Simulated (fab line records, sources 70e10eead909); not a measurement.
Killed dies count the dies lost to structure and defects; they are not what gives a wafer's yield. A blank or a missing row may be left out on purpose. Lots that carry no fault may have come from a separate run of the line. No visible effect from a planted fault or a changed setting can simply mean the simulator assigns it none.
Chamber matching    flow nand_harc    NHARC_A_STAIRCASE_ALD_420 on ald_hk-02 has 4 sister chambers
The step deposits SiO2, target thk 20 nm, pulse time 6 s, ald cycles 200. 18 wafers are shown with their chamber, then 9 later ones without.

EACH WAFER AND ITS CHAMBER
wafer   chamber  heater_power_w (W)  precursor_pulse_height_rel  susceptor_temp_C (C)
L078.1  1        418                 1.031                       299.89
L078.4  3        400                 0.972                       300.36
L078.5  2        437                 0.976                       299.93
L081.2  1        418                 0.970                       299.94
L081.3  3        407                 1.000                       299.91
L081.6  1        421                 1.017                       300.09
L085.2  3        393                 1.007                       300.08
L085.3  0        652                 1.006                       299.84
L085.4  2        447                 0.994                       300.15
L084.2  0        640                 1.025                       300.01
L084.4  1        417                 1.017                       299.73
L084.6  0        641                 1.010                       299.94
L086.2  3        400                 1.038                       300.11
L086.3  0        627                 0.996                       300.09
L086.5  2        447                 0.976                       299.96
L087.2  2        445                 0.986                       300.03
L087.3  0        647                 1.003                       300.16
L087.4  1        428                 0.989                       300.23

SIGNATURES (averages over the wafers above)
reading                     chamber 0  chamber 1  chamber 2  chamber 3  scatter within a chamber
heater_power_w              641.40     420.40     444.00     400.00     6.55
precursor_pulse_height_rel  1.00800    1.00480    0.98300    1.00425    0.0195
susceptor_temp_C            300.0080   299.9760   300.0175   300.1150   0.156
Rule: for a wafer and a chamber, the distance is found by dividing, reading by reading, the gap between the wafer's reading and the chamber's mean by the reading's scatter, squaring, summing and taking the root. If the next closest chamber is less than 2 further off than the closest, the wafer can't be placed; otherwise it belongs to the closest. The scatter is the square root of a quotient: the sum, over the shown wafers, of each reading's squared deviation from its chamber's mean, divided by wafers minus chambers.

WAFERS MISSING THEIR CHAMBER
wafer   heater_power_w (W)  precursor_pulse_height_rel  susceptor_temp_C (C)
L089.1  398                 1.023                       299.56
L089.2  437                 0.995                       300.10
L089.4  635                 0.987                       299.95
L093.1  444                 0.990                       300.19
L093.3  419                 1.002                       300.22
L093.5  404                 1.002                       299.92
L094.3  614                 0.985                       299.88
L094.4  445                 1.008                       299.98
L094.5  412                 1.040                       300.09

CHAMBER TAKEN BY EACH
wafer    from the rows above       in truth
L089.1   can't be placed: 3 or 1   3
L089.2   can't be placed: 2 or 1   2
L089.4   0                         0
L093.1   2                         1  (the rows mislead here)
L093.3   can't be placed: 1 or 3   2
L093.5   can't be placed: 3 or 1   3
L094.3   0                         0
L094.4   2                         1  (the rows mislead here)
L094.5   can't be placed: 1 or 3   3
Correctly placed: 2 of 9. Cannot be placed on the basis of these rows: 5; the candidates contain the true chamber in 4. Placed wrongly: 2.
